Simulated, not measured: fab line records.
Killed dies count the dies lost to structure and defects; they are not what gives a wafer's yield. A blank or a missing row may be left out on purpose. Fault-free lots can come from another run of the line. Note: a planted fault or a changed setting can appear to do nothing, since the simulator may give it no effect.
Matching of chambers ; flow n5-finfet ; N5_BEOL_M0_SAQP_ETCH_84 on rie-diel-03: 4 sister chambers
The step etches SOC in N2/H2, target depth 100 nm, overetch 20 nm, time 150 s. 4 wafers are shown with their chamber, then 9 later ones without.

## WAFERS WITH THEIR CHAMBER
wafer;chamber;drypump-motor-current-A (A)
L085.5;0;5.6
L088.2;1;5.9
L088.3;3;6.6
L088.6;2;5.3

## WAFERS WITHOUT THEIR CHAMBER
wafer;drypump-motor-current-A (A)
L093.1;5.5
L093.3;5.9
L093.5;5.2
L095.2;6.6
L095.4;5.9
L095.6;5.3
L096.2;5.2
L096.3;6.6
L096.5;6.6

## WHICH CHAMBER EACH ONE RAN IN
wafer;from the rows above;in truth
L093.1;can't be placed: 0 or 2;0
L093.3;1;1
L093.5;2;2
L095.2;3;3
L095.4;1;1
L095.6;2;2
L096.2;2;2
L096.3;3;3
L096.5;3;3
Placed correctly: 8 of 9. Not placeable from these rows: 1 (in 1, the candidates include the true chamber). Number placed wrongly: 0.
How it was worked out, from the rows above alone: a wafer's distance from a chamber is the root of the sum, over the readings, of the square of ((its reading less the chamber's mean) divided by the reading's scatter). The wafer belongs to the nearest chamber; if the next one is less than 2 further off, it can't be placed. A chamber's mean is the mean of its shown wafers. The scatter: root of mean squared gap, hidden wafer to nearest shown wafer, with one shown wafer a chamber.
